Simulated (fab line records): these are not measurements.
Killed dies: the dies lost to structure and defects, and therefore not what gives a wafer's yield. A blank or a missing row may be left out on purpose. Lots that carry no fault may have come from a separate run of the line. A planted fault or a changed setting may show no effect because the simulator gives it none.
Chamber matching -- flow nand harc -- rie diel-13 running NHARC_A_STAIRCASE_TRIM_220: 4 sister chambers
The step chemistry O2, time 211.2 s. 18 wafers are shown with their chamber, then 9 later ones without.

WAFERS, EACH WITH ITS CHAMBER
wafer,chamber,showerhead plenum p Torr (Torr),drypump motor current A (A),oes product au (a.u.)
L075.1,1,3.34,5.8,1.011
L075.2,0,3.53,5.6,0.990
L075.3,3,3.74,5.3,0.981
L075.4,2,3.66,5.2,1.011
L075.5,0,3.53,5.6,0.994
L075.6,1,3.34,5.9,1.003
L079.3,1,3.33,5.8,1.004
L079.5,0,3.52,5.6,1.004
L079.6,1,3.33,5.9,0.997
L084.3,3,3.73,5.2,0.972
L084.5,0,3.52,5.5,0.998
L084.6,1,3.33,5.8,1.001
L086.1,1,3.32,5.9,1.004
L086.5,0,3.51,5.6,1.006
L086.6,3,3.72,5.2,0.979
L089.3,0,3.51,5.6,1.014
L089.5,2,3.64,5.2,1.008
L089.6,1,3.32,5.9,1.020

SIGNATURES, as means of the wafers listed above
reading,chamber 0,chamber 1,chamber 2,chamber 3,scatter within a chamber
showerhead plenum p Torr,3.5200,3.3300,3.6500,3.7300,0.00926
drypump motor current A,5.583,5.857,5.200,5.233,0.0479
oes product au,1.00100,1.00571,1.00950,0.97733,0.00744
Rule: a wafer's distance from a chamber is the root of the sum, over the readings, of the square of ((its reading less the chamber's mean) divided by the reading's scatter). The wafer belongs to the nearest chamber; if the next one is less than 2 further off, it can't be placed. The scatter: take each reading less its chamber's mean, square it, sum over the shown wafers, divide by the number of wafers less the number of chambers, and take the root.

WAFERS WHOSE CHAMBER IS MISSING
wafer,showerhead plenum p Torr (Torr),drypump motor current A (A),oes product au (a.u.)
L091.3,3.71,5.2,1.011
L091.5,3.50,5.6,1.019
L091.6,3.71,5.2,1.011
L094.2,3.31,5.9,0.993
L094.4,3.49,5.6,1.010
L094.6,3.31,5.9,0.997
L096.1,3.62,5.2,1.011
L096.2,3.30,5.9,0.984
L096.3,3.70,5.2,1.009

CHAMBER TAKEN BY EACH
wafer,from the rows above,in truth
L091.3,can't be placed: 3 or 2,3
L091.5,0,0
L091.6,can't be placed: 3 or 2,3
L094.2,1,1
L094.4,0,0
L094.6,1,1
L096.1,2,2
L096.2,1,1
L096.3,can't be placed: 3 or 2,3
Correct placement for 6 of the 9. Unplaceable from these rows: 3, with the true chamber sitting among the candidates in 3. Wrongly placed: 0.
